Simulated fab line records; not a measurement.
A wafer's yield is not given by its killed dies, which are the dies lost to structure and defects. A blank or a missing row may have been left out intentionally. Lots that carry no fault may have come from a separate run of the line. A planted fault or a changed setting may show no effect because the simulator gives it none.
Comparing a struck lot with a sound one -- flow nandHarc -- 15 steps out of a route of 1302
Sound: the wafers L728.3, L728.5, L728.6. Struck: wafer L747.3. (L747.5 of the same lot was not struck and is left out.) The cause comes at the end.
Order at every step that has rows: each side's tool, ch and its chambers, its first start. Under that, the readings that differ: sound wafers -- struck wafers -- difference of the means -- sigmas: that difference in standard deviations of wafers without a fault.
alike: readings whose means differ by less than 2 such deviations, and words and numbers that are the same on both sides. not compared: withheld readings, readings that some wafer has no value for, bounds like >300 that may hide the same value, and numbers for which the record gives no deviation and whose values overlap.
A row with sigmas, a row that says differs or no value, or rows on one side alone: a step with any of these is where the two part. Numbers that have no deviation but don't overlap get no sigmas and don't part them. A reading missing from all wafers of one side parts the sides only when that side holds two or more wafers.

first, 10 steps without rows for these wafers: NHARC_P_GATE_SRD_01; NHARC_P_GATE_OXIDE_02 (material SiO2, target thk 37.5 nm, ox time 365 s); NHARC_P_GATE_DEHYDRATE_03 (time 120 s); NHARC_P_GATE_HMDS_04 (time 30 s); NHARC_P_GATE_COAT_05; NHARC_P_GATE_SOFTBAKE_06 (time 95 s); NHARC_P_GATE_EBR_07; NHARC_P_GATE_EXPOSE_08 (exposes mask P HV); NHARC_P_GATE_PEB_09 (peb time 85 s); NHARC_P_GATE_DEVELOP_10 (time 70 s).
NHARC_P_GATE_CD_MEAS_11: the cd target is 1640 nm.
  sound on cdSem-03 ch 0, day 4 19:22; struck on cdSem-01 ch 0, day 12 16:18
reading,sound,struck,difference,sigmas
cdNm (nm),1639.4 1639.2 1638.2,1643.0,+4.1,+3
then, 1 step without rows for these wafers: NHARC_P_GATE_HARDBAKE_12 (time 80 s).
NHARC_P_GATE_DESCUM_13: chemistry O2, time 3 s.
  sound on rieDiel-11 ch 0,1, day 4 19:31; struck on rieDiel-01 ch 0, day 12 16:28
reading,sound,struck,difference,sigmas
drypumpMotorCurrentA (A),5.9 5.9 5.9,4.9,-1.0,-3
runLengthS (s),24.1 24.0 23.6,25.2,+1.3,+4
  alike: mfcArSccm, oesProductAu, rfVppV, showerheadPlenumPTorr, throttleValvePct
  not compared: rfHoursCounterH
then, 2 steps without rows for these wafers: NHARC_P_GATE_ETCH_14 (etches SiO2 in dHF, target depth 48.8 nm); NHARC_END_SORT_01.

WHERE THEY PART
Last at NHARC_P_GATE_DESCUM_13 as far as this record goes, first at NHARC_P_GATE_CD_MEAS_11.

WHY: the cause the simulator had injected
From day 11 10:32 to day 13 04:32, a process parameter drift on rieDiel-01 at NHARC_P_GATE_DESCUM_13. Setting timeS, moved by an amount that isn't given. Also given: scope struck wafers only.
